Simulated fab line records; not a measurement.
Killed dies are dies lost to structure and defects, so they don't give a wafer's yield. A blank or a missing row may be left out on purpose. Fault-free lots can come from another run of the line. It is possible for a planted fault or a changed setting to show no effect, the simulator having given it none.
fab line records	flow n5Finfet
[record] lots = 7	wafers = 39
route steps=1938 shown BEOL_M5@1160 BEOL_M7@1263 BEOL_M9@1404
startH: the number of hours between the record's first day and the start of the first shown wafer of the lot	waitH: hours since the lot's step before	" the same as in the row above	L1.1+2: a single row standing in for several wafers	- value missing, or start not given	* or withheld: withheld	< > ~ a bound
route shown NAME@n: a module of which the file shows steps, and the number in the route of the first	usual: mean and standard deviation over wafers with no fault	same: alike in all rows	chamber/n: place in a boat	sites: the reading at each site	_std_site: the values' standard deviation	_edge_site: the outer-site mean with the inner-site mean subtracted	radiusMm: for every site, how far away it sits from the centre of the wafer	mask NAME#n: copy n	behind: the most recent tool/chamber to have shaped the wafer	hold: what put the lot on hold/how long, in hours/how the hold closed	device: the n, p or np transistor that did not switch	end of line: the route-end tests of the same wafers	where a step has no rows: the recipe by itself	killed: at the first sort, the dies lost to defects and structure; wafer yield is something else	map: a wafer's dies, marking killed ones x, the rest . and places with no die _
set.NAME: the setting that was run; set.NAME@STEP: the one run at that earlier step	model.NAME: the simulator's own value behind a step, which no gauge read
one table per step and one row per wafer, for lots whose settings were changed on purpose
[[steps]]
[step N5_BEOL_M5_TRENCH_ETCH_37]
[recipe] chemistry = C4F6/O2	targetDepthA = 716.52	target = SiCOH_lowk	timeS = 24.7	ionEnergyEv = 250	pressureMtorr = 30	sourceW = 345	biasW = 185	Ar_flow_sccm = 300	C4F6_flow_sccm = 10	O2_flow_sccm = 10
lot.wafer	tool	chamber	startH	waitH	set.targetDepthA	model.BEOL_M5.featureDepthNm	model.etch.depthNm	model.TiN_of_BEOL_M5_HM_DEP_02.thkNm
L076.1	rieDiel-06	1	-	-	716.52	69	69.08	17.8
L076.2	"	0	"	"	828.9	85.8	85.82	17.2
L076.3	"	3	"	"	716.52	69.4	69.49	17.8
L076.4	"	2	"	"	716.52	72	72.09	17.6
L076.5	"	2	"	"	828.9	83	82.94	17.2
L076.6	"	3	"	"	828.9	80	80.06	17.4
L079.1	rieDiel-06	3	-	-	716.52	69.4	69.32	18.2
L079.2	"	1	"	"	1078	104.2	104.2	17.2
L079.3	"	2	"	"	716.52	71.2	71.26	18
L079.4	"	0	"	"	716.52	74	74.05	18
L079.5	"	3	"	"	1078	104.2	104.2	16.8
L079.6	"	2	"	"	1078	108.4	108.3	17
L085.1	rieDiel-02	0	-	-	716.52	71.4	71.47	17.8
L085.2	"	2	"	"	716.52	70	70.02	17.8
L085.3	"	1	"	"	716.52	72.8	72.76	17.8
L085.4	"	3	"	"	716.52	72.2	72.18	17.8
L085.5	"	1	"	"	716.52	72.4	72.5	17.8
L085.6	"	0	"	"	716.52	72	71.99	17.8
L083.1	rieDiel-02	1	-	-	716.52	72	71.91	17.6
L083.2	"	0	"	"	716.52	71	71.08	17.4
L083.3	"	3	"	"	716.52	72	72.07	17.6
L083.4	"	2	"	"	716.52	69	69.03	17.8
L083.5	"	0	"	"	716.52	71.4	71.4	17.6
L083.6	"	1	"	"	716.52	72	71.94	17.6
L084.1	rieDiel-06	0	-	-	716.52	73.2	73.12	17.8
L084.2	"	1	"	"	716.52	69.6	69.59	17.6
L084.3	"	3	"	"	716.52	69.6	69.57	17.6
L084.4	"	2	"	"	716.52	72	72.08	17.8
L084.5	"	1	"	"	716.52	69.4	69.43	17.8
L084.6	"	0	"	"	716.52	73.8	73.88	17.6
L094.1	rieDiel-02	0	-	-	716.52	71.2	71.21	17.6
L094.3	"	3	"	"	716.52	72.2	72.22	17.6
L094.5	"	1	"	"	716.52	72.6	72.59	17.8
L095.1	rieDiel-04	1	-	-	716.52	72.8	72.89	18
L095.2	"	2	"	"	716.52	69.4	69.34	18
L095.3	"	0	"	"	716.52	71.6	71.61	17.8
L095.4	"	3	"	"	716.52	71.6	71.62	17.6
L095.5	"	0	"	"	716.52	71.8	71.86	17.8
L095.6	"	1	"	"	716.52	73.4	73.48	17.8
[step N5_BEOL_M5_ETCH_41]
[recipe] chemistry = CH3F/O2	target = SiCN	targetDepthA = 315	taperDeg = 2	timeS = 56.7	ionEnergyEv = 120	maskMaterial = TiN	pressureMtorr = 30	sourceW = 395	biasW = 75	Ar_flow_sccm = 150	CH3F_flow_sccm = 30	O2_flow_sccm = 20
[step N5_BEOL_M5_STRIP_91]
[recipe] chemistry = N2/H2	timeS = 10	powerW = 450	tempC = 40	pressureMtorr = 20	rfFrequencyHz = 6e+07	biasPowerW = 7	n2FlowSccm = 200	h2FlowSccm = 200
[step N5_BEOL_M5_OCD_MEAS_38]
[usual] trenchDepthNm = 71.2/1.6
lot.wafer	tool	chamber	startH	waitH	set.targetDepthA@BEOL_M5_TRENCH_ETCH_37	trenchDepthNm
L076.1	ocd-01	-	216.78	-	716.52	69.1
L076.2	"	-	"	"	828.9	85.1
L076.3	"	-	"	"	716.52	69.3
L076.4	"	-	"	"	716.52	71.8
L076.5	"	-	"	"	828.9	82.6
L076.6	"	-	"	"	828.9	80.3
L079.1	ocd-02	-	239.51	-	716.52	69.5
L079.2	"	-	"	"	1078	104.1
L079.3	"	-	"	"	716.52	71.6
L079.4	"	-	"	"	716.52	73.8
L079.5	"	-	"	"	1078	104.7
L079.6	"	-	"	"	1078	108.3
L085.1	ocd-01	-	256.70	-	716.52	71.7
L085.2	"	-	"	"	716.52	69.4
L085.3	"	-	"	"	716.52	72.8
L085.4	"	-	"	"	716.52	72.2
L085.5	"	-	"	"	716.52	73.1
L085.6	"	-	"	"	716.52	72.2
L083.1	ocd-01	-	262.29	-	716.52	72.1
L083.2	"	-	"	"	716.52	71.2
L083.3	"	-	"	"	716.52	71.9
L083.4	"	-	"	"	716.52	69.3
L083.5	"	-	"	"	716.52	71.2
L083.6	"	-	"	"	716.52	72.3
L084.1	ocd-01	-	278.15	-	716.52	73.1
L084.2	"	-	"	"	716.52	69.7
L084.3	"	-	"	"	716.52	69.3
L084.4	"	-	"	"	716.52	72.4
L084.5	"	-	"	"	716.52	69.6
L084.6	"	-	"	"	716.52	73.8
L094.1	ocd-01	-	324.77	-	716.52	71.2
L094.3	"	-	"	"	716.52	71.7
L094.5	"	-	"	"	716.52	72.8
L095.1	ocd-02	-	329.75	-	716.52	72.7
L095.2	"	-	"	"	716.52	69.6
L095.3	"	-	"	"	716.52	71.2
L095.4	"	-	"	"	716.52	71.3
L095.5	"	-	"	"	716.52	72.3
L095.6	"	-	"	"	716.52	73.6
[step N5_BEOL_M5_HM_STRIP_39]
[recipe] chemistry = peroxideTinStrip	material = TiN	targetDepthA = 250	tempC = 50	timeS = 158
[step N5_BEOL_M5_SRD_40]
[recipe] timeS = 30	tempC = 23	rinseLiquid = diw	dry = ipaMarangoni
[step N5_BEOL_M5_ECD_50]
[recipe] material = Cu	targetThkA = 3000
[step N5_BEOL_M5_ANNEAL_51]
[recipe] tempC = 225	timeS = 90	ambient = N2
[step N5_BEOL_M5_CMP_52]
[recipe] stopOn = SiCOH_lowk	tOverpolishS = 6.9	downForcePsi = 1	platenRpm = 50	clearingPlatenDownForcePsi = 1.5	clearingPlatenRpm = 50	postCmpClean = cuAlkaline	targetThkNm = 62	clearingPlatenPadVelocityMS = 0.99484	padVelocityMS = 0.99484
lot.wafer	tool	chamber	startH	waitH	set.targetDepthA@BEOL_M5_TRENCH_ETCH_37	model.Cu_of_BEOL_M5_ECD_50.thkNm
L076.1	cmp-01	3	223.24	0.3	716.52	58.8
L076.4	"	0	"	"	716.52	61.8
L076.2	"	1	"	"	828.9	77.6
L076.3	"	2	"	"	716.52	60.2
L076.5	"	3	"	"	828.9	72
L076.6	"	0	"	"	828.9	69.6
L079.3	cmp-03	1	248.17	0.2	716.52	60.8
L079.4	"	2	"	"	716.52	63.6
L079.1	"	3	"	"	716.52	59.4
L079.2	"	0	"	"	1078	92
L079.5	"	1	"	"	1078	93.2
L079.6	"	2	"	"	1078	98
L085.4+1	cmp-03	0,1	263.39	0.1	716.52	62
L085.3	"	2	"	"	716.52	62.8
L085.2	"	3	"	"	716.52	61.8
L085.6	"	0	"	"	716.52	60.8
L085.5	"	1	"	"	716.52	63.4
L083.3	cmp-01	2	268.97	0.2	716.52	60.4
L083.1	"	3	"	"	716.52	60.2
L083.4	"	0	"	"	716.52	57
L083.2	"	1	"	"	716.52	61.6
L083.6	"	2	"	"	716.52	60
L083.5	"	3	"	"	716.52	61.2
L084.1	cmp-03	1	284.19	0.3	716.52	62.6
L084.2+3	"	2,0	"	"	716.52	59
L084.4	"	3	"	"	716.52	62.8
L084.6	"	1	"	"	716.52	63.2
L084.5	"	2	"	"	716.52	58.6
L094.1+5	cmp-03	2	331.72	0.3	716.52	62.2
L094.3	"	0	"	"	716.52	63.2
L095.2	cmp-01	3	336.24	0.2	716.52	59
L095.1	"	0	"	"	716.52	63.2
L095.4	"	1	"	"	716.52	65.2
L095.3	"	2	"	"	716.52	61.4
L095.5	"	3	"	"	716.52	63.6
L095.6	"	0	"	"	716.52	63
[step N5_BEOL_M5_THK_MEAS_53]
[recipe] thkMeasGauge = xrf	reads = Cu_of_BEOL_M5_ECD_50
[usual] M5_THK = 61.1/2.1
lot.wafer	tool	chamber	startH	waitH	set.targetDepthA@BEOL_M5_TRENCH_ETCH_37	M5_THK[nm]
L076.1	filmMetro-01	-	223.54	-	716.52	59.6
L076.2	"	-	"	"	828.9	78.5
L076.3	"	-	"	"	716.52	60.7
L076.4	"	-	"	"	716.52	62.7
L076.5	"	-	"	"	828.9	72.5
L076.6	"	-	"	"	828.9	70.3
L079.1	filmMetro-01	-	248.46	-	716.52	59.0
L079.2	"	-	"	"	1078	91.4
L079.3	"	-	"	"	716.52	60.4
L079.4	"	-	"	"	716.52	63.1
L079.5	"	-	"	"	1078	92.5
L079.6	"	-	"	"	1078	97.3
L085.1	filmMetro-02	-	263.68	-	716.52	62.1
L085.2	"	-	"	"	716.52	61.5
L085.3	"	-	"	"	716.52	63.2
L085.4	"	-	"	"	716.52	61.9
L085.5	"	-	"	"	716.52	63.4
L085.6	"	-	"	"	716.52	61.1
L083.1	filmMetro-01	-	269.27	-	716.52	60.5
L083.2	"	-	"	"	716.52	62.1
L083.3	"	-	"	"	716.52	60.9
L083.4	"	-	"	"	716.52	57.3
L083.5	"	-	"	"	716.52	61.6
L083.6	"	-	"	"	716.52	60.4
L084.1	filmMetro-01	-	284.48	-	716.52	62.8
L084.2	"	-	"	"	716.52	59.4
L084.3	"	-	"	"	716.52	59.3
L084.4	"	-	"	"	716.52	63.2
L084.5	"	-	"	"	716.52	58.9
L084.6	"	-	"	"	716.52	63.6
L094.1	filmMetro-02	-	331.97	-	716.52	62.7
L094.3	"	-	"	"	716.52	63.4
L094.5	"	-	"	"	716.52	62.8
L095.1	filmMetro-01	-	336.54	-	716.52	62.0
L095.2	"	-	"	"	716.52	58.2
L095.3	"	-	"	"	716.52	60.5
L095.4	"	-	"	"	716.52	64.2
L095.5	"	-	"	"	716.52	62.4
L095.6	"	-	"	"	716.52	61.8
[step N5_BEOL_M5_PRE_CLEAN_77]
[recipe] gas = NH3/H2	timeS = 15	tempC = *	rfPowerW = 300
[step N5_BEOL_M5_CO_CAP_78]
[recipe] material = Co	targetThkA = 20	tempC = 200	precursor = CCTBA/H2	pressureTorr = 30	timeS = 102.1
[step N5_BEOL_M5_PRE_CLEAN_55]
[recipe] gas = NH3	timeS = 15	tempC = withheld	rfPowerW = 300
[step N5_BEOL_M5_DEP_56]
[recipe] material = SiCN	targetThkA = 80	tempC = withheld	precursor = 3MS/NH3	pressureTorr = 3	rfW = 202	timeS = 14
[step N5_BEOL_M5_RS_MEAS_57]
[recipe] thkMeasGauge = four-point-probe	reads = Co_of_BEOL_M5_CO_CAP_78+Cu_of_BEOL_M5_ECD_50+Co_of_BEOL_M5_CVD_47+TaN_of_BEOL_M5_ALD_86
[usual] M5_RS = 0.394/0.016
lot.wafer	tool	chamber	startH	waitH	set.targetDepthA@BEOL_M5_TRENCH_ETCH_37	M5_RS[ohm/sq]
L076.1	filmMetro-01	-	223.80	0.0	716.52	0.412
L076.2	"	-	"	"	828.9	0.296
L076.3	"	-	"	"	716.52	0.401
L076.4	"	-	"	"	716.52	0.387
L076.5	"	-	"	"	828.9	0.323
L076.6	"	-	"	"	828.9	0.336
L079.1	filmMetro-02	-	248.74	0.0	716.52	0.408
L079.2	"	-	"	"	1078	0.243
L079.3	"	-	"	"	716.52	0.395
L079.4	"	-	"	"	716.52	0.375
L079.5	"	-	"	"	1078	0.239
L079.6	"	-	"	"	1078	0.225
L085.1	filmMetro-02	-	263.94	0.0	716.52	0.386
L085.2	"	-	"	"	716.52	0.389
L085.3	"	-	"	"	716.52	0.382
L085.4	"	-	"	"	716.52	0.387
L085.5	"	-	"	"	716.52	0.376
L085.6	"	-	"	"	716.52	0.396
L083.1	filmMetro-01	-	269.53	0.0	716.52	0.401
L083.2	"	-	"	"	716.52	0.390
L083.3	"	-	"	"	716.52	0.398
L083.4	"	-	"	"	716.52	0.429
L083.5	"	-	"	"	716.52	0.393
L083.6	"	-	"	"	716.52	0.402
L084.1	filmMetro-01	-	284.74	0.0	716.52	0.382
L084.2	"	-	"	"	716.52	0.409
L084.3	"	-	"	"	716.52	0.412
L084.4	"	-	"	"	716.52	0.381
L084.5	"	-	"	"	716.52	0.414
L084.6	"	-	"	"	716.52	0.379
L094.1	filmMetro-02	-	332.23	0.0	716.52	0.384
L094.3	"	-	"	"	716.52	0.377
L094.5	"	-	"	"	716.52	0.385
L095.1	filmMetro-02	-	337.01	0.0	716.52	0.379
L095.2	"	-	"	"	716.52	0.410
L095.3	"	-	"	"	716.52	0.391
L095.4	"	-	"	"	716.52	0.365
L095.5	"	-	"	"	716.52	0.375
L095.6	"	-	"	"	716.52	0.379
[step N5_BEOL_M7_ILD_DEP_00]
[recipe] material = SiCOH_lowk	targetThkA = 1797.5	tempC = 300	precursor = DEMS/porogen	pressureTorr = 5	rfW = 500	timeS = 33.4
lot.wafer	tool	chamber	startH	waitH	set.timeS	model.SiCOH_lowk_of_BEOL_M7_ILD_DEP_00.thkNm
L076.1	pecvd-01	1	230.20	0.0	33.4	177.4
L076.2	"	0	"	"	33.4	179
L076.3	"	1	"	"	18.79	103.2
L076.4	"	0	"	"	33.4	180.6
L076.5	"	0	"	"	18.79	105
L076.6	"	1	"	"	18.79	100
L079.1+4	pecvd-01	1	259.07	0.0	33.4	177.6
L079.2	"	2	"	"	33.4	180.2
L079.3	"	0	"	"	33.4	176.6
L079.5	"	2	"	"	33.4	182.8
L079.6	"	0	"	"	33.4	180.6
L085.1	pecvd-03	0	277.47	0.0	33.4	175.8
L085.2	"	1	"	"	33.4	174.4
L085.3+5	"	2,1	"	"	33.4	176
L085.4	"	0	"	"	33.4	178
L085.6	"	2	"	"	33.4	179.6
L083.1	pecvd-03	2	280.73	0.0	33.4	177
L083.2	"	1	"	"	33.4	173.4
L083.3	"	0	"	"	33.4	176.6
L083.4	"	1	"	"	33.4	178.4
L083.5	"	0	"	"	33.4	177.8
L083.6	"	2	"	"	33.4	181.6
L084.1	pecvd-01	2	291.93	0.0	33.4	177.8
L084.2	"	0	"	"	33.4	179.2
L084.3	"	1	"	"	50.47	266.4
L084.4	"	0	"	"	50.47	270.6
L084.5	"	2	"	"	33.4	179.8
L084.6	"	1	"	"	50.47	271.2
L094.1	pecvd-03	2	340.86	0.0	33.4	177.6
L094.3	"	0	"	"	33.4	177
L094.5	"	0	"	"	33.4	179.4
L095.1	pecvd-01	2	344.74	0.0	33.4	179.4
L095.2	"	0	"	"	33.4	181.4
L095.3	"	2	"	"	33.4	181.2
L095.4	"	0	"	"	33.4	182.4
L095.5	"	0	"	"	33.4	183.4
L095.6	"	2	"	"	33.4	181
[step N5_BEOL_M7_CURE_74]
[recipe] tempC = 385	timeS = 240	ambient = He/Ar	material = SiCOH_lowk
lot.wafer	tool	chamber	startH	waitH	set.timeS@BEOL_M7_ILD_DEP_00	model.SiCOH_lowk_of_BEOL_M7_ILD_DEP_00.thkNm
L076.1	uvCure-01	1	230.28	0.1	33.4	153
L076.2	"	1	"	"	33.4	154.4
L076.3	"	1	"	"	18.79	88.6
L076.4	"	1	"	"	33.4	155.8
L076.5	"	1	"	"	18.79	90
L076.6	"	1	"	"	18.79	85.8
L079.1+4	uvCure-02	1	259.26	0.2	33.4	153.2
L079.2	"	1	"	"	33.4	155.4
L079.3	"	1	"	"	33.4	152.2
L079.5	"	1	"	"	33.4	157.8
L079.6	"	1	"	"	33.4	155.8
L085.1	uvCure-03	2	277.53	0.0	33.4	151.6
L085.2	"	2	"	"	33.4	150.4
L085.3+5	"	2	"	"	33.4	151.8
L085.4	"	2	"	"	33.4	153.4
L085.6	"	2	"	"	33.4	154.8
L083.1	uvCure-02	0	280.80	0.0	33.4	152.6
L083.2	"	0	"	"	33.4	149.6
L083.3	"	0	"	"	33.4	152.2
L083.4	"	0	"	"	33.4	153.8
L083.5	"	0	"	"	33.4	153.4
L083.6	"	0	"	"	33.4	156.6
L084.1	uvCure-01	2	291.99	0.0	33.4	153.4
L084.2	"	2	"	"	33.4	154.6
L084.3	"	2	"	"	50.47	230.8
L084.4	"	2	"	"	50.47	234.6
L084.5	"	2	"	"	33.4	155.2
L084.6	"	2	"	"	50.47	235.2
L094.1	uvCure-03	2	340.92	0.0	33.4	153
L094.3	"	2	"	"	33.4	152.6
L094.5	"	2	"	"	33.4	154.8
L095.1	uvCure-02	0	344.84	0.1	33.4	154.6
L095.2	"	0	"	"	33.4	156.4
L095.3+6	"	0	"	"	33.4	156.2
L095.4	"	0	"	"	33.4	157.4
L095.5	"	0	"	"	33.4	158.2
[step N5_BEOL_M7_THK_MEAS_01]
[recipe] reads = SiCOH_lowk_of_BEOL_M7_ILD_DEP_00
[usual] M7_ILD_THK = 154.3/1.9
lot.wafer	tool	chamber	startH	waitH	set.timeS@BEOL_M7_ILD_DEP_00	M7_ILD_THK[nm]
L076.1	filmMetro-02	-	230.80	0.4	33.4	153.0
L076.2	"	-	"	"	33.4	154.3
L076.3	"	-	"	"	18.79	88.6
L076.4	"	-	"	"	33.4	155.8
L076.5	"	-	"	"	18.79	90.0
L076.6	"	-	"	"	18.79	85.8
L079.1	filmMetro-01	-	259.78	0.4	33.4	153.2
L079.2	"	-	"	"	33.4	155.3
L079.3	"	-	"	"	33.4	152.2
L079.4	"	-	"	"	33.4	153.3
L079.5	"	-	"	"	33.4	157.8
L079.6	"	-	"	"	33.4	155.8
L085.1	filmMetro-01	-	278.04	0.4	33.4	151.7
L085.2	"	-	"	"	33.4	150.3
L085.3	"	-	"	"	33.4	151.8
L085.4	"	-	"	"	33.4	153.3
L085.5	"	-	"	"	33.4	151.7
L085.6	"	-	"	"	33.4	154.8
L083.1	filmMetro-02	-	281.31	0.4	33.4	152.7
L083.2	"	-	"	"	33.4	149.6
L083.3	"	-	"	"	33.4	152.2
L083.4	"	-	"	"	33.4	153.9
L083.5	"	-	"	"	33.4	153.3
L083.6	"	-	"	"	33.4	156.6
L084.1	filmMetro-01	-	292.99	0.8	33.4	153.3
L084.2	"	-	"	"	33.4	154.6
L084.3	"	-	"	"	50.47	231.0
L084.4	"	-	"	"	50.47	234.5
L084.5	"	-	"	"	33.4	155.1
L084.6	"	-	"	"	50.47	235.1
L094.1	filmMetro-02	-	341.44	0.4	33.4	153.0
L094.3	"	-	"	"	33.4	152.5
L094.5	"	-	"	"	33.4	154.8
L095.1	filmMetro-02	-	345.35	0.4	33.4	154.6
L095.2	"	-	"	"	33.4	156.5
L095.3	"	-	"	"	33.4	156.2
L095.4	"	-	"	"	33.4	157.4
L095.5	"	-	"	"	33.4	158.2
L095.6	"	-	"	"	33.4	156.0
[step N5_BEOL_M9_PECVD_70]
[recipe] material = SiO2	targetThkA = 200	tempC = 400	precursor = TEOS/O2	pressureTorr = 5.5	rfW = 450	teosFlowSccm = 53.8	gas = O2	flowSccm = 3000	timeS = 22.7
lot.wafer	tool	chamber	startH	waitH	set.timeS	model.SiO2_of_BEOL_M9_PECVD_70.thkNm
L076.1	pecvd-01	0	249.66	0.0	13.55	11.8
L076.2	"	2	"	"	22.7	20
L076.3	"	1	"	"	22.7	19.6
L076.4	"	1	"	"	13.55	12
L076.5	"	2	"	"	13.55	12.2
L076.6	"	0	"	"	22.7	20.2
L079.1	pecvd-04	1	279.98	0.0	22.7	20
L079.2+4	"	0,2	"	"	22.7	20.2
L079.3	"	2	"	"	16.19	14.4
L079.5	"	0	"	"	16.19	14.8
L079.6	"	1	"	"	16.19	14.6
L085.1+2	pecvd-01	2,0	293.33	0.0	22.7	19.6
L085.3	"	0	"	"	22.7	19.8
L085.4+5	"	2,0	"	"	22.7	20
L085.6	"	2	"	"	22.7	20.2
L083.1	pecvd-04	1	297.55	0.0	22.7	20
L083.2+3	"	0,2	"	"	22.7	20.2
L083.4+5+6	"	1,0,2	"	"	27.31	24.4
L084.1+4	pecvd-04	2,1	308.34	0.0	22.7	20
L084.2	"	1	"	"	16.81	14.8
L084.3+5	"	0,2	"	"	16.81	15
L084.6	"	0	"	"	22.7	20.2
L094.1	pecvd-04	1	365.67	0.0	22.7	19.8
L094.3+5	"	0,2	"	"	22.7	20.2
L095.1	pecvd-04	1	367.53	0.0	22.7	19.6
L095.2	"	0	"	"	22.7	20.2
L095.3	"	2	"	"	28.08	24.2
L095.4+5	"	1,2	"	"	28.08	24.4
L095.6	"	0	"	"	22.7	20.4
[[key]]
[split] step = N5_BEOL_M5_TRENCH_ETCH_37	setting = targetDepthA	stated = 716.52	by = wafer
[response] step = N5_BEOL_M5_TRENCH_ETCH_37	reading = model.BEOL_M5.featureDepthNm	change = +0.688	per = 1%	r = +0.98
[response] step = N5_BEOL_M5_TRENCH_ETCH_37	reading = model.etch.depthNm	change = +0.687	per = 1%	r = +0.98
[response] step = N5_BEOL_M5_TRENCH_ETCH_37	reading = model.TiN_of_BEOL_M5_HM_DEP_02.thkNm	change = -0.0219	per = 1%	r = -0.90
[response] step = N5_BEOL_M5_OCD_MEAS_38	reading = trenchDepthNm	change = +0.686	per = 1%	r = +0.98
[response] step = N5_BEOL_M5_CMP_52	reading = model.Cu_of_BEOL_M5_ECD_50.thkNm	change = +0.671	per = 1%	r = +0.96
[response] step = N5_BEOL_M5_THK_MEAS_53	reading = M5_THK	change = +0.666	per = 1%	r = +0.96
[response] step = N5_BEOL_M5_RS_MEAS_57	reading = M5_RS	change = -0.00329	per = 1%	r = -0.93
[split] step = N5_BEOL_M7_ILD_DEP_00	setting = timeS	stated = 33.4	by = wafer
[response] step = N5_BEOL_M7_ILD_DEP_00	reading = model.SiCOH_lowk_of_BEOL_M7_ILD_DEP_00.thkNm	change = +1.76	per = 1%	r = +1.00
[response] step = N5_BEOL_M7_CURE_74	reading = model.SiCOH_lowk_of_BEOL_M7_ILD_DEP_00.thkNm	change = +1.53	per = 1%	r = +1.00
[response] step = N5_BEOL_M7_THK_MEAS_01	reading = M7_ILD_THK	change = +1.53	per = 1%	r = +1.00
[split] step = N5_BEOL_M9_PECVD_70	setting = timeS	stated = 22.7	by = wafer
[response] step = N5_BEOL_M9_PECVD_70	reading = model.SiO2_of_BEOL_M9_PECVD_70.thkNm	change = +0.195	per = 1%	r = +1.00
